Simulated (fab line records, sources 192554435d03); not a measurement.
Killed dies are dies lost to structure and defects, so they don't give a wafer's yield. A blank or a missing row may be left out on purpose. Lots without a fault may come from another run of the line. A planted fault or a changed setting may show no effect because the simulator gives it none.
Chamber matching | flow n5_finfet | N5_MOL_CONTACT_COAG_DESCUM_13 on rie_diel-02: 4 sister chambers
The step chemistry O2, time 7 s. 4 wafers are shown with their chamber, then 8 later ones without.

WAFERS WITH THEIR CHAMBER
wafer  | chamber | showerhead_plenum_p_Torr (Torr)
L083.3 | 3       | 2.20
L088.3 | 1       | 2.05
L088.5 | 2       | 1.97
L091.2 | 0       | 2.16

WAFERS WITHOUT THEIR CHAMBER
wafer  | showerhead_plenum_p_Torr (Torr)
L091.5 | 2.05
L091.6 | 2.16
L092.1 | 2.16
L092.5 | 2.05
L092.6 | 2.16
L096.1 | 2.16
L096.3 | 2.23
L096.4 | 2.04

WHICH CHAMBER EACH WENT THROUGH
wafer  | from the rows above | in truth
L091.5 | 1                   | 1
L091.6 | 0                   | 0
L092.1 | 0                   | 0
L092.5 | 1                   | 1
L092.6 | 0                   | 0
L096.1 | 0                   | 0
L096.3 | 3                   | 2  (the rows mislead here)
L096.4 | 1                   | 1
Placed correctly: 7 of 8. Can't be placed from these rows: 0. Placed wrongly: 1.
How it was worked out, from the rows above alone: a wafer's distance from a chamber is the root of the sum, over the readings, of the square of ((its reading less the chamber's mean) divided by the reading's scatter). The wafer belongs to the nearest chamber; if the next one is less than 2 further off, it can't be placed. A chamber's mean is the mean of its shown wafers. The scatter: with one shown wafer a chamber, the root of the mean of the squares of how far each hidden wafer lies from its nearest shown one.
